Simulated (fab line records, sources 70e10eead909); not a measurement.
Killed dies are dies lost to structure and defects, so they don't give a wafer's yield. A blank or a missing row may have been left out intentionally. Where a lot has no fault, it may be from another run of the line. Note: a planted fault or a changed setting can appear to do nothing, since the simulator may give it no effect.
fab line records | flow nand-harc | part 1 of 2: steps 1 to 25 of 37
record lots=5 | wafers=15 | last-day=24
route steps=1159 shown A_M0@1001 A_M1@1026
lots with no fault: from the same line, run without faults
start-h: hours from the record's opening day to when the first of the lot's shown wafers began | wait-h: hours from the lot's prior step to this one | " the same as in the row above | L1.1+2: several wafers, shown together as one row | - no value present, or no start provided | * or withheld: withheld | < > ~ a bound
route shown NAME@n: a module of which the file shows steps, and the number in the route of the first | usual: average and standard deviation across the fault-free wafers | same: alike in all rows | chamber/n: place in a boat | sites: readings site by site | _std_site: the standard deviation of these | _edge_site: outer sites' mean less inner sites' | radius-mm: for every site, how far away it sits from the centre of the wafer | mask NAME#n: copy n | behind: tool/chamber where the wafer was last shaped | hold: cause of the lot's hold/its duration in hours/its outcome | device: whichever transistor did not switch (one of n, p or np) | end of line: tests run on the same wafers once the route is complete | a step with no rows: only its recipe | killed: count of dies lost to structure and defects at first sort (not the wafer's yield) | map: shows each die of a wafer: x if killed, . if not, _ if none is there
set.NAME: the setting as run; set.NAME@STEP: as run at that earlier step | model.NAME: the simulator's own value behind a step, which no gauge read
lots at some steps of the route; a table a step, a row a wafer
services: the hour from which a tool's chamber was out of use, counted from the record's first day as start-h (under 0 if before that day), plus the number of hours and why
## steps
# step NHARC_A_M0_EXPOSE_06
# recipe na=1.35 | target-cd-nm=80 | dose-mj=83.25 | mask-id=A_M0
lot.wafer  | tool            | chamber | start-h | wait-h | mask
L074.1+3+5 | arfi-scanner-01 | 0       | 402.06  | -      | A_M0#0
L075.1+2+3 | arfi-scanner-02 | 0       | 405.55  | -      | A_M0#0
L083.1+4+6 | arfi-scanner-02 | 0       | 460.86  | -      | A_M0#0
L090.1+4+5 | arfi-scanner-03 | 0       | 476.23  | -      | A_M0#0
L097.2+3+4 | arfi-scanner-03 | 0       | 533.94  | -      | A_M0#0
# step NHARC_A_M0_PEB_07
# recipe peb-temp-c=100 | peb-time-s=65
# usual exhaust-pa=44.8/0.87
lot.wafer | tool           | chamber | start-h | wait-h | exhaust-pa
L074.1    | litho-track-06 | 0       | 402.12  | 0.1    | 45.0
L074.3    | "              | 0       | "       | "      | 44.4
L074.5    | "              | 0       | "       | "      | 44.4
L075.1    | litho-track-01 | 0       | 405.61  | 0.1    | 44.0
L075.2    | "              | 0       | "       | "      | 43.8
L075.3    | "              | 0       | "       | "      | 43.2
L083.1    | litho-track-06 | 0       | 460.92  | 0.1    | 44.2
L083.4    | "              | 0       | "       | "      | 43.0
L083.6    | "              | 0       | "       | "      | 44.0
L090.1    | litho-track-01 | 0       | 476.29  | 0.1    | 43.9
L090.4    | "              | 0       | "       | "      | 44.2
L090.5    | "              | 0       | "       | "      | 45.0
L097.2    | litho-track-06 | 0       | 534.00  | 0.1    | 45.3
L097.3    | "              | 0       | "       | "      | 46.2
L097.4    | "              | 0       | "       | "      | 44.8
# step NHARC_A_M0_DEVELOP_08
# recipe develop-time-s=35 | dev-temp-c=23
# usual exhaust-pa=45.0/0.92
lot.wafer | tool           | chamber | start-h | wait-h | exhaust-pa
L074.1    | litho-track-06 | 0       | -       | -      | 43.2
L074.3    | "              | 0       | "       | "      | 44.2
L074.5    | "              | 0       | "       | "      | 43.9
L075.1    | litho-track-01 | 0       | -       | -      | 45.4
L075.2    | "              | 0       | "       | "      | 45.7
L075.3    | "              | 0       | "       | "      | 46.4
L083.1    | litho-track-06 | 0       | -       | -      | 43.6
L083.4    | "              | 0       | "       | "      | 44.9
L083.6    | "              | 0       | "       | "      | 44.9
L090.1    | litho-track-01 | 0       | -       | -      | 42.8
L090.4    | "              | 0       | "       | "      | 44.8
L090.5    | "              | 0       | "       | "      | 45.1
L097.2    | litho-track-06 | 0       | -       | -      | 44.4
L097.3    | "              | 0       | "       | "      | 46.8
L097.4    | "              | 0       | "       | "      | 45.2
# step NHARC_A_M0_CD_MEAS_09
# recipe target-cd-nm=80 | landing-energy-ev=500
# usual cd-nm=79.9/0.73
lot.wafer | tool      | chamber | start-h | wait-h | cd-nm
L074.1    | cd-sem-01 | 0       | 402.20  | -      | 78.6
L074.3    | "         | 0       | "       | "      | 79.4
L074.5    | "         | 0       | "       | "      | 78.6
L075.1    | cd-sem-02 | 0       | 405.69  | -      | 81.3
L075.2    | "         | 0       | "       | "      | 80.5
L075.3    | "         | 0       | "       | "      | 80.6
L083.1    | cd-sem-01 | 0       | 461.01  | -      | 79.3
L083.4    | "         | 0       | "       | "      | 79.3
L083.6    | "         | 0       | "       | "      | 79.4
L090.1    | cd-sem-01 | 0       | 476.36  | -      | 79.8
L090.4    | "         | 0       | "       | "      | 78.7
L090.5    | "         | 0       | "       | "      | 79.3
L097.2    | cd-sem-01 | 0       | 534.08  | -      | 78.9
L097.3    | "         | 0       | "       | "      | 79.5
L097.4    | "         | 0       | "       | "      | 80.0
# step NHARC_A_M0_OVL_MEAS_10
# recipe pitch-nm=160
# usual overlay-x-nm=-0.1/0.86 | overlay-y-nm=0.1/0.73
lot.wafer | tool       | chamber | start-h | wait-h | overlay-x-nm | overlay-y-nm
L074.1    | overlay-01 | -       | 402.29  | -      | 1.2          | -0.9
L074.3    | "          | -       | "       | "      | 0.8          | -0.6
L074.5    | "          | -       | "       | "      | 0.6          | -0.9
L075.1    | overlay-02 | -       | 405.78  | -      | 1.5          | 0.5
L075.2    | "          | -       | "       | "      | 1.2          | 0.7
L075.3    | "          | -       | "       | "      | 1.1          | 0.1
L083.1    | overlay-02 | -       | 461.10  | -      | -0.8         | -1.3
L083.4    | "          | -       | "       | "      | -1.0         | -1.1
L083.6    | "          | -       | "       | "      | -0.8         | -0.8
L090.1    | overlay-01 | -       | 476.45  | -      | 0.1          | 1.3
L090.4    | "          | -       | "       | "      | -0.2         | 1.2
L090.5    | "          | -       | "       | "      | -0.9         | 1.4
L097.2    | overlay-01 | -       | 534.16  | -      | 0.3          | 1.4
L097.3    | "          | -       | "       | "      | 0.2          | 0.4
L097.4    | "          | -       | "       | "      | 1.0          | 1.1
# step NHARC_A_M0_INSPECT_11
# usual raw-defect-count=33/14
lot.wafer | tool              | chamber | start-h | wait-h | raw-defect-count
L074.1    | defect-inspect-01 | -       | 402.32  | 0.0    | 17
L074.3    | "                 | -       | "       | "      | 18
L074.5    | "                 | -       | "       | "      | 22
L075.1    | defect-inspect-02 | -       | 405.81  | 0.0    | 11
L075.2    | "                 | -       | "       | "      | 6
L075.3    | "                 | -       | "       | "      | 12
L083.1    | defect-inspect-02 | -       | 461.13  | 0.0    | 43
L083.4    | "                 | -       | "       | "      | 38
L083.6    | "                 | -       | "       | "      | 47
L090.1    | defect-inspect-01 | -       | 476.51  | 0.1    | 55
L090.4    | "                 | -       | "       | "      | 57
L090.5    | "                 | -       | "       | "      | 62
L097.2    | defect-inspect-02 | -       | 534.20  | 0.0    | 42
L097.3    | "                 | -       | "       | "      | 37
L097.4    | "                 | -       | "       | "      | 40
# step NHARC_A_M0_DESCUM_14
# recipe time-s=3 | o2-flow-sccm=200 | ar-flow-sccm=0 | bias-power-w=0 | chemistry=O2
# usual drypump-motor-current-A=5.72/0.27 | oes-product-au=0.993/0.011 | rf-vpp-V=57.8/1 | showerhead-plenum-p-Torr=1.89/0.095 | throttle-valve-pct=11.311/0.0098
lot.wafer | tool        | chamber | start-h | wait-h | drypump-motor-current-A | oes-product-au | rf-hours-counter-h | rf-vpp-V | showerhead-plenum-p-Torr | throttle-valve-pct
L074.1    | rie-diel-11 | 3       | 402.39  | 0.1    | 5.73                    | 0.995          | 1.6                | 58.1     | 1.83                     | 11.312
L074.3    | "           | 1       | "       | "      | 5.61                    | 0.993          | 1.4                | 57.3     | 2.05                     | 11.307
L074.5    | "           | 0       | "       | "      | 5.62                    | 0.992          | -                  | 58.8     | 1.96                     | 11.296
L075.3    | rie-diel-11 | 2       | 405.88  | 0.1    | 6.02                    | 0.992          | 2.0                | 58.1     | 1.78                     | 11.300
L075.1    | "           | 3       | "       | "      | 5.74                    | 1.002          | 2.2                | 58.4     | 1.83                     | 11.298
L075.2    | "           | 0       | "       | "      | 5.63                    | 0.983          | 1.4                | 58.6     | 1.96                     | 11.314
L083.1    | rie-diel-11 | 1       | 461.20  | 0.1    | 5.63                    | 0.985          | 6.4                | 60.2     | 2.05                     | 11.326
L083.4    | "           | 0       | "       | "      | 5.62                    | 0.991          | 4.2                | 56.3     | 1.96                     | 11.295
L083.6    | "           | 2       | "       | "      | 6.06                    | 0.986          | -                  | 56.4     | 1.78                     | 11.321
L090.1    | rie-diel-07 | 3       | 476.58  | 0.1    | 5.86                    | 1.016          | 3.4                | 57.1     | 1.85                     | 11.315
L090.4    | "           | 0       | "       | "      | 5.20                    | 0.994          | 3.6                | 59.4     | 2.01                     | 11.315
L090.5    | "           | 2       | "       | "      | 5.98                    | 0.970          | -                  | 57.1     | 1.81                     | 11.310
L097.4    | rie-diel-07 | 2       | 534.27  | 0.1    | 5.97                    | 0.973          | 6.6                | 57.7     | 1.81                     | 11.315
L097.3    | "           | 3       | "       | "      | 5.88                    | 1.006          | 6.8                | 56.1     | 1.85                     | 11.302
L097.2    | "           | 0       | "       | "      | 5.23                    | 0.989          | 7.1                | 57.4     | 2.00                     | 11.316
# step NHARC_A_M0_ETCH_34
# recipe target-depth-a=400 | overetch-a=120 | time-s=43.94 | ion-energy-ev=200 | n2-flow-sccm=150 | h2-flow-sccm=150 | ar-flow-sccm=0 | rf-w=400 | bias-w=150 | chemistry=N2/H2
# usual drypump-motor-current-A=5.72/0.26 | oes-product-au=0.992/0.011 | rf-vpp-V=430.0/3 | showerhead-plenum-p-Torr=2.02/0.11 | throttle-valve-pct=14.171/0.0093
lot.wafer | tool        | chamber | start-h | wait-h | drypump-motor-current-A | oes-product-au | rf-hours-counter-h | rf-vpp-V | showerhead-plenum-p-Torr | throttle-valve-pct
L074.1    | rie-diel-11 | 3       | 402.47  | 0.1    | 5.76                    | 1.000          | 1.6                | 427.3    | 1.95                     | 14.161
L074.3    | "           | 2       | "       | "      | 6.05                    | 0.995          | 1.6                | 425.3    | 1.89                     | 14.175
L074.5    | "           | 0       | "       | "      | 5.65                    | 0.990          | -                  | 431.2    | 2.09                     | 14.170
L075.1    | rie-diel-11 | 1       | 405.96  | 0.1    | 5.64                    | 0.988          | 1.8                | 435.9    | 2.19                     | 14.170
L075.3    | "           | 2       | "       | "      | 6.03                    | 0.986          | 2.0                | 426.7    | 1.89                     | 14.165
L075.2    | "           | 3       | "       | "      | 5.73                    | 0.993          | 2.2                | 428.6    | 1.95                     | 14.179
L083.4    | rie-diel-11 | 2       | 461.29  | 0.1    | 6.07                    | 0.997          | 6.2                | 427.0    | 1.89                     | 14.173
L083.1    | "           | 3       | "       | "      | 5.77                    | 0.990          | 6.1                | 428.8    | 1.94                     | 14.180
L083.6    | "           | 2       | "       | "      | 6.05                    | 0.981          | -                  | 426.7    | 1.89                     | 14.185
L090.4    | rie-diel-07 | 2       | 476.66  | 0.1    | 5.98                    | 0.975          | 3.3                | 428.5    | 1.93                     | 14.193
L090.1    | "           | 3       | "       | "      | 5.85                    | 1.001          | 3.4                | 430.1    | 1.97                     | 14.171
L090.5    | "           | 1       | "       | "      | 5.61                    | 1.001          | -                  | 429.8    | 2.02                     | 14.161
L097.2    | rie-diel-07 | 1       | 534.34  | 0.1    | 5.63                    | 1.010          | 7.0                | 428.9    | 2.02                     | 14.177
L097.4    | "           | 2       | "       | "      | 5.98                    | 0.987          | 6.6                | 429.0    | 1.93                     | 14.178
L097.3    | "           | 0       | "       | "      | 5.21                    | 0.996          | 7.1                | 433.6    | 2.14                     | 14.153
# step NHARC_A_M0_ETCH_15
# recipe target-depth-a=1500 | overetch-a=150 | time-s=82.5 | c4f8-flow-sccm=withheld | ar-flow-sccm=400 | rf-w=600 | bias-w=300 | chemistry=C4F8/Ar
# usual oes-product-au=0.941/0.022 | rf-vpp-V=440/3
lot.wafer | tool        | chamber | start-h | wait-h | oes-product-au | rf-hours-counter-h | rf-vpp-V
L074.3    | rie-diel-11 | 0       | -       | -      | 0.925          | 0.8                | 440
L074.1    | "           | 1       | "       | "      | 0.936          | 1.5                | 444
L074.5    | "           | 3       | "       | "      | 0.931          | -                  | 439
L075.1    | rie-diel-11 | 3       | -       | -      | 0.950          | 2.2                | 439
L075.3    | "           | 1       | "       | "      | 0.969          | 1.8                | 444
L075.2    | "           | 2       | "       | "      | 0.958          | 2.0                | 438
L083.1    | rie-diel-11 | 3       | -       | -      | 0.914          | 6.1                | 439
L083.4    | "           | 0       | "       | "      | 0.909          | 4.3                | 443
L083.6    | "           | 3       | "       | "      | 0.912          | -                  | 439
L090.4    | rie-diel-07 | 1       | -       | -      | 0.971          | 3.5                | 442
L090.1    | "           | 2       | "       | "      | 0.934          | 3.3                | 437
L090.5    | "           | 0       | "       | "      | 0.959          | -                  | 442
L097.3    | rie-diel-07 | 1       | -       | -      | 0.921          | 7.0                | 441
L097.4    | "           | 3       | "       | "      | 0.938          | 6.9                | 439
L097.2    | "           | 0       | "       | "      | 0.919          | 7.1                | 445
# step NHARC_A_M0_CD_MEAS_16
# usual cd-nm=79.7/1
lot.wafer | tool      | chamber | start-h | wait-h | cd-nm
L074.1    | cd-sem-03 | -       | 402.68  | -      | 78.4
L074.3    | "         | -       | "       | "      | 79.7
L074.5    | "         | -       | "       | "      | 78.8
L075.1    | cd-sem-02 | -       | 406.18  | -      | 81.8
L075.2    | "         | -       | "       | "      | 80.6
L075.3    | "         | -       | "       | "      | 80.9
L083.1    | cd-sem-01 | -       | 461.49  | -      | 79.0
L083.4    | "         | -       | "       | "      | 79.9
L083.6    | "         | -       | "       | "      | 79.8
L090.1    | cd-sem-02 | -       | 476.86  | -      | 79.2
L090.4    | "         | -       | "       | "      | 77.0
L090.5    | "         | -       | "       | "      | 79.6
L097.2    | cd-sem-03 | -       | 534.56  | -      | 77.7
L097.3    | "         | -       | "       | "      | 78.3
L097.4    | "         | -       | "       | "      | 79.8
# step NHARC_A_M0_STRIP_18
# recipe power-w=1000 | n2-flow-sccm=150 | h2-flow-sccm=150 | ar-flow-sccm=0 | bias-w=0 | chemistry=N2/H2
# usual drypump-motor-current-A=5.6/0.36 | oes-product-au=0.997/0.013 | rf-vpp-V=90.4/0.98 | showerhead-plenum-p-Torr=2.01/0.089 | throttle-valve-pct=14.172/0.0097
lot.wafer | tool        | chamber | start-h | wait-h | drypump-motor-current-A | oes-product-au | rf-hours-counter-h | rf-vpp-V | showerhead-plenum-p-Torr | throttle-valve-pct
L074.1    | rie-diel-07 | 1       | 402.76  | 0.1    | 5.6                     | 0.996          | 11                 | 90.6     | 2.02                     | 14.170
L074.3    | "           | 3       | "       | "      | 5.9                     | 1.012          | 12                 | 90.6     | 1.97                     | 14.176
L074.5    | "           | 2       | "       | "      | 6.0                     | 0.981          | -                  | 89.3     | 1.93                     | 14.163
L075.1    | rie-diel-11 | 0       | 406.25  | 0.1    | 5.6                     | 0.974          | 1                  | 91.1     | 2.09                     | 14.183
L075.2    | "           | 1       | "       | "      | 5.6                     | 0.994          | 2                  | 90.9     | 2.19                     | 14.173
L075.3    | "           | 2       | "       | "      | 6.0                     | 0.982          | 2                  | 90.1     | 1.89                     | 14.174
L083.1    | rie-diel-11 | 2       | 461.57  | 0.1    | 6.0                     | 0.999          | 6                  | 89.6     | 1.89                     | 14.167
L083.4    | "           | 3       | "       | "      | 5.8                     | 0.987          | 6                  | 91.3     | 1.94                     | 14.173
L083.6    | "           | 3       | "       | "      | 5.7                     | 0.997          | -                  | 90.5     | 1.94                     | 14.168
L090.1    | rie-diel-07 | 2       | 476.94  | 0.1    | 6.0                     | 0.980          | 3                  | 90.2     | 1.93                     | 14.195
L090.4    | "           | 3       | "       | "      | 5.9                     | 1.004          | 4                  | 89.9     | 1.97                     | 14.173
L090.5    | "           | 2       | "       | "      | 6.0                     | 0.984          | -                  | 91.2     | 1.93                     | 14.173
L097.3    | rie-diel-11 | 2       | 534.65  | 0.1    | 6.0                     | 1.007          | 11                 | 89.3     | 1.89                     | 14.181
L097.2    | "           | 3       | "       | "      | 5.8                     | 0.983          | 10                 | 90.5     | 1.94                     | 14.173
L097.4    | "           | 3       | "       | "      | 5.8                     | 0.992          | -                  | 90.5     | 1.94                     | 14.166
# step NHARC_A_M0_STRIP_19
# recipe time-s=600 | temp-c=30 | chemistry=post-etch-residue-remover
lot.wafer  | tool         | chamber | start-h | wait-h
L074.5+3+1 | wet-bench-03 | 3,4,6   | 403.03  | -
L075.3+2+1 | wet-bench-01 | 4,5,6   | 406.53  | -
L083.1+6+4 | wet-bench-05 | 0,2,5   | 461.84  | -
L090.1+4+5 | wet-bench-05 | 2,3,4   | 477.22  | -
L097.2+4+3 | wet-bench-05 | 5,6,0   | 534.98  | -
# step NHARC_A_M0_DEGAS_28
# recipe temp-c=250 | time-s=60
# usual heater-power-w=347/22
lot.wafer | tool           | chamber | start-h | wait-h | heater-power-w
L074.1    | pvd-sputter-03 | -       | 403.30  | -      | 390
L074.3    | "              | -       | "       | "      | 345
L074.5    | "              | -       | "       | "      | 336
L075.3    | pvd-sputter-03 | -       | 406.80  | -      | 324
L075.2    | "              | -       | "       | "      | 386
L075.1    | "              | -       | "       | "      | 345
L083.4    | pvd-sputter-01 | -       | 462.17  | -      | 343
L083.1    | "              | -       | "       | "      | 333
L083.6    | "              | -       | "       | "      | 349
L090.4    | pvd-sputter-03 | -       | 477.48  | -      | 334
L090.1    | "              | -       | "       | "      | 383
L090.5    | "              | -       | "       | "      | 341
L097.3    | pvd-sputter-03 | -       | 535.24  | -      | 359
L097.4    | "              | -       | "       | "      | 335
L097.2    | "              | -       | "       | "      | 371
# step NHARC_A_M0_PRE_CLEAN_29
# recipe time-s=30 | temp-c=280 | gas=H2/He
# usual heater-power-w=425/27
lot.wafer | tool           | chamber | start-h | wait-h | heater-power-w
L074.3    | pvd-sputter-03 | -       | -       | -      | 399
L074.1    | "              | -       | "       | "      | 482
L074.5    | "              | -       | "       | "      | 436
L075.1    | pvd-sputter-03 | -       | -       | -      | 449
L075.3    | "              | -       | "       | "      | 394
L075.2    | "              | -       | "       | "      | 419
L083.1    | pvd-sputter-01 | -       | -       | -      | 405
L083.4    | "              | -       | "       | "      | 429
L083.6    | "              | -       | "       | "      | 419
L090.1    | pvd-sputter-03 | -       | -       | -      | 452
L090.4    | "              | -       | "       | "      | 461
L090.5    | "              | -       | "       | "      | 446
L097.3    | pvd-sputter-03 | -       | -       | -      | 435
L097.4    | "              | -       | "       | "      | 448
L097.2    | "              | -       | "       | "      | 399
# step NHARC_A_M0_PVD_20
# recipe target-thk-a=50 | bias-v=168.6 | power-w=15000 | chamber-pressure-pa=0.12 | time-s=8.06 | substrate-temp-c=50 | material=TaN
# usual substrate-temp-c=49.99/0.12 | throttle-valve-pct=30.1/0.7
lot.wafer | tool           | chamber | start-h | wait-h | substrate-temp-c | throttle-valve-pct
L074.3    | pvd-sputter-03 | -       | -       | -      | 49.90            | 30.2
L074.1    | "              | -       | "       | "      | 49.81            | 28.7
L074.5    | "              | -       | "       | "      | 50.21            | 30.2
L075.1    | pvd-sputter-03 | -       | -       | -      | 49.81            | 30.1
L075.3    | "              | -       | "       | "      | 50.04            | 30.3
L075.2    | "              | -       | "       | "      | 49.92            | 30.7
L083.1    | pvd-sputter-01 | -       | -       | -      | 50.03            | 30.1
L083.4    | "              | -       | "       | "      | 49.96            | 31.3
L083.6    | "              | -       | "       | "      | 49.94            | 30.5
L090.1    | pvd-sputter-03 | -       | -       | -      | 49.87            | 30.3
L090.4    | "              | -       | "       | "      | 50.03            | 30.8
L090.5    | "              | -       | "       | "      | 49.87            | 30.0
L097.3    | pvd-sputter-03 | -       | -       | -      | 50.06            | 29.1
L097.2    | "              | -       | "       | "      | 50.12            | 29.9
L097.4    | "              | -       | "       | "      | 50.12            | 30.7
# step NHARC_A_M0_PVD_21
# recipe target-thk-a=300 | chamber-pressure-pa=5 | power-w=5000 | substrate-temp-c=30 | time-s=20.49 | material=Cu
# usual substrate-temp-c=30.01/0.1 | throttle-valve-pct=30.1/0.7
lot.wafer | tool           | chamber | start-h | wait-h | substrate-temp-c | throttle-valve-pct
L074.1    | pvd-sputter-03 | -       | -       | -      | 30.21            | 30.8
L074.3    | "              | -       | "       | "      | 29.92            | 28.5
L074.5    | "              | -       | "       | "      | 29.81            | 30.2
L075.3    | pvd-sputter-03 | -       | -       | -      | 30.02            | 30.5
L075.2    | "              | -       | "       | "      | 30.20            | 29.9
L075.1    | "              | -       | "       | "      | 29.98            | 28.5
L083.4    | pvd-sputter-01 | -       | -       | -      | 30.12            | 30.4
L083.1    | "              | -       | "       | "      | 30.21            | 29.6
L083.6    | "              | -       | "       | "      | 30.11            | 30.4
L090.1    | pvd-sputter-03 | -       | -       | -      | 29.93            | 30.1
L090.4    | "              | -       | "       | "      | 30.12            | 30.4
L090.5    | "              | -       | "       | "      | 30.06            | 30.6
L097.2    | pvd-sputter-03 | -       | -       | -      | 30.12            | 30.5
L097.4    | "              | -       | "       | "      | 29.94            | 29.3
L097.3    | "              | -       | "       | "      | 30.16            | 28.8
# step NHARC_A_M0_ECD_22
# recipe target-thk-a=4000 | bath-temp-c=25 | material=Cu
lot.wafer  | tool      | chamber | start-h | wait-h
L074.1+3+5 | ecd-cu-01 | 0       | 403.66  | -
L075.1+2+3 | ecd-cu-02 | 0,1,1   | 407.16  | -
L083.1+4+6 | ecd-cu-01 | 1       | 462.78  | -
L090.1+4+5 | ecd-cu-01 | 1,1,0   | 477.90  | -
L097.2+3+4 | ecd-cu-01 | 1,1,0   | 535.60  | -
# step NHARC_A_M0_ANNEAL_30
# recipe temp-c=225 | time-s=90
# usual wafer_temp_C_max=226.0/0.34
lot.wafer | tool          | chamber | start-h | wait-h | wafer_temp_C_max
L074.1    | rtp-anneal-02 | 0       | 404.04  | -      | 225.6
L074.3    | "             | 0       | "       | "      | 225.9
L074.5    | "             | 0       | "       | "      | 225.9
L075.1    | rtp-anneal-01 | 0       | 407.54  | 0.3    | 226.0
L075.2    | "             | 0       | "       | "      | 225.9
L075.3    | "             | 0       | "       | "      | 225.7
L083.1    | rtp-anneal-02 | 0       | 463.27  | 0.4    | 225.3
L083.4    | "             | 0       | "       | "      | 225.7
L083.6    | "             | 0       | "       | "      | 225.4
L090.1    | rtp-anneal-01 | 0       | 478.26  | 0.3    | 226.4
L090.4    | "             | 0       | "       | "      | 226.1
L090.5    | "             | 0       | "       | "      | 226.1
L097.2    | rtp-anneal-01 | 0       | 536.03  | -      | 225.8
L097.3    | "             | 0       | "       | "      | 226.2
L097.4    | "             | 0       | "       | "      | 226.3
# step NHARC_A_M0_CMP_23
# recipe t-overpolish-s=20 | target-thk-nm=113.75
# usual edge-zone-pressure-frac=1.000/0.0046 | motor-current-A=12.6/1.4 | slurry-filter-dp-kPa=13.50/0.13 | time-to-endpoint-s=27.9/2.9
lot.wafer | tool   | chamber | start-h | wait-h | edge-zone-pressure-frac | motor-current-A | slurry-filter-dp-kPa | time-to-endpoint-s
L074.1    | cmp-01 | 0       | 404.38  | -      | 0.998                   | 12.1            | 13.39                | 26.8
L074.3    | "      | 2       | "       | "      | 0.988                   | 11.8            | 13.53                | 27.5
L074.5    | "      | 0       | "       | "      | 1.004                   | 12.9            | 13.53                | 27.6
L075.1    | cmp-03 | 3       | 407.88  | -      | 1.000                   | 9.9             | 13.50                | 19.6
L075.2    | "      | 1       | "       | "      | 0.992                   | 13.1            | 13.67                | 19.9
L075.3    | "      | 2       | "       | "      | 0.995                   | 10.9            | 13.72                | 25.8
L083.1    | cmp-03 | 3       | 463.67  | -      | 1.003                   | 10.6            | 13.68                | 21.2
L083.4    | "      | 0       | "       | "      | 1.010                   | 13.0            | 13.76                | 27.0
L083.6    | "      | 1       | "       | "      | 0.997                   | 14.0            | 13.50                | 25.3
L090.1    | cmp-03 | 0       | 478.65  | -      | 1.005                   | 13.1            | 13.33                | 29.5
L090.4    | "      | 1       | "       | "      | 0.995                   | 13.1            | 13.42                | 24.0
L090.5    | "      | 3       | "       | "      | 1.001                   | 10.3            | 13.59                | 22.0
L097.2    | cmp-03 | 1       | 536.35  | -      | 1.000                   | 13.0            | 13.61                | 24.1
L097.4    | "      | 2       | "       | "      | 1.002                   | 11.0            | 13.41                | 31.5
L097.3    | "      | 3       | "       | "      | 0.997                   | 10.5            | 13.52                | 26.3
# step NHARC_A_M0_THK_MEAS_24
# recipe thk-meas-gauge=xrf
# usual thk-nm=113.7/1.6
lot.wafer | tool          | chamber | start-h | wait-h | thk-nm
L074.1    | film-metro-01 | -       | 404.70  | -      | 110.3
L074.3    | "             | -       | "       | "      | 116.5
L074.5    | "             | -       | "       | "      | 113.7
L075.1    | film-metro-02 | -       | 408.20  | -      | 111.6
L075.2    | "             | -       | "       | "      | 111.5
L075.3    | "             | -       | "       | "      | 113.2
L083.1    | film-metro-01 | -       | 463.93  | -      | 112.1
L083.4    | "             | -       | "       | "      | 114.6
L083.6    | "             | -       | "       | "      | 111.4
L090.1    | film-metro-02 | -       | 478.91  | -      | 113.6
L090.4    | "             | -       | "       | "      | 111.1
L090.5    | "             | -       | "       | "      | 113.0
L097.2    | film-metro-02 | -       | 536.64  | -      | 110.1
L097.3    | "             | -       | "       | "      | 113.2
L097.4    | "             | -       | "       | "      | 114.8
# step NHARC_A_M0_SRD_25
lot.wafer  | tool         | chamber | start-h | wait-h
L074.3+5+1 | wet-bench-10 | 7,2,3   | 404.74  | 0.0
L075.3+1+2 | wet-bench-10 | 2,3,6   | 408.24  | 0.0
L083.1+6+4 | wet-bench-08 | 2,3,6   | 463.98  | 0.0
L090.5+1+4 | wet-bench-08 | 1,4,5   | 478.96  | 0.0
L097.3+2+4 | wet-bench-10 | 1,4,5   | 536.69  | 0.0
# step NHARC_A_M0_INSPECT_27
# usual raw-defect-count=428/100
lot.wafer | tool              | chamber | start-h | wait-h | raw-defect-count
L074.1    | defect-inspect-02 | -       | 404.86  | 0.0    | 339
L074.3    | "                 | -       | "       | "      | 341
L074.5    | "                 | -       | "       | "      | 289
L075.1    | defect-inspect-01 | -       | 408.36  | 0.0    | 537
L075.2    | "                 | -       | "       | "      | 384
L075.3    | "                 | -       | "       | "      | 281
L083.1    | defect-inspect-02 | -       | 464.09  | 0.0    | 444
L083.4    | "                 | -       | "       | "      | 631
L083.6    | "                 | -       | "       | "      | 450
L090.1    | defect-inspect-01 | -       | 479.07  | 0.0    | 500
L090.4    | "                 | -       | "       | "      | 680
L090.5    | "                 | -       | "       | "      | 393
L097.2    | defect-inspect-02 | -       | 536.80  | 0.0    | 489
L097.3    | "                 | -       | "       | "      | 479
L097.4    | "                 | -       | "       | "      | 419
# step NHARC_A_M0_PRE_CLEAN_31
# recipe time-s=12 | temp-c=370 | rf-power-w=300 | gas=NH3
# usual heater-power-w=636/88
lot.wafer | tool     | chamber | start-h | wait-h | heater-power-w
L074.3    | pecvd-03 | 2       | 404.92  | 0.1    | 727
L074.1    | "        | 0       | "       | "      | 647
L074.5    | "        | 0       | "       | "      | 629
L075.3    | pecvd-04 | 1       | 408.43  | 0.1    | 802
L075.2    | "        | 2       | "       | "      | 521
L075.1    | "        | 0       | "       | "      | 657
L083.1    | pecvd-04 | 1       | 464.16  | 0.1    | 727
L083.4    | "        | 1       | "       | "      | 734
L083.6    | "        | 0       | "       | "      | 760
L090.1    | pecvd-04 | 2       | 479.16  | 0.1    | 498
L090.5    | "        | 2       | "       | "      | 509
L090.4    | "        | 0       | "       | "      | 691
L097.2    | pecvd-03 | 2       | 536.87  | 0.1    | 745
L097.3    | "        | 0       | "       | "      | 602
L097.4    | "        | 2       | "       | "      | 791
# step NHARC_A_M0_DEP_32
# recipe target-thk-a=300 | temp-c=370 | target-thk-nm=30 | pressure-torr=3 | flow-sccm=200 | rf-w=450 | material=SiCN
# usual heater-power-w=588/98
lot.wafer | tool     | chamber | start-h | wait-h | heater-power-w
L074.3    | pecvd-03 | 2       | 405.00  | 0.1    | 731
L074.1    | "        | 0       | "       | "      | 560
L074.5    | "        | 0       | "       | "      | 567
L075.3    | pecvd-04 | 1       | 408.51  | 0.1    | 739
L075.2    | "        | 2       | "       | "      | 438
L075.1    | "        | 0       | "       | "      | 659
L083.1    | pecvd-04 | 1       | 464.24  | 0.1    | 701
L083.4    | "        | 1       | "       | "      | 703
L083.6    | "        | 0       | "       | "      | 632
L090.1    | pecvd-04 | 2       | 479.27  | 0.1    | 505
L090.5    | "        | 2       | "       | "      | 494
L090.4    | "        | 0       | "       | "      | 699
L097.2    | pecvd-03 | 2       | 536.95  | 0.1    | 681
L097.3    | "        | 0       | "       | "      | 618
L097.4    | "        | 2       | "       | "      | 684
# step NHARC_A_M1_DEP_00
# recipe target-thk-a=1825 | target-thk-nm=182.5 | temp-c=withheld | pressure-torr=5 | flow-sccm=200 | rf-w=600 | material=SiOC
lot.wafer  | tool     | chamber | start-h | wait-h
L074.1+3+5 | pecvd-04 | 2,0,1   | 405.42  | -
L075.3+2+1 | pecvd-01 | 0,1,2   | 409.03  | -
L083.1+6+4 | pecvd-04 | 2,2,1   | -       | -
L090.1+5+4 | pecvd-04 | 2,2,1   | -       | -
L097.3+2+4 | pecvd-01 | 0,1,0   | 537.40  | -
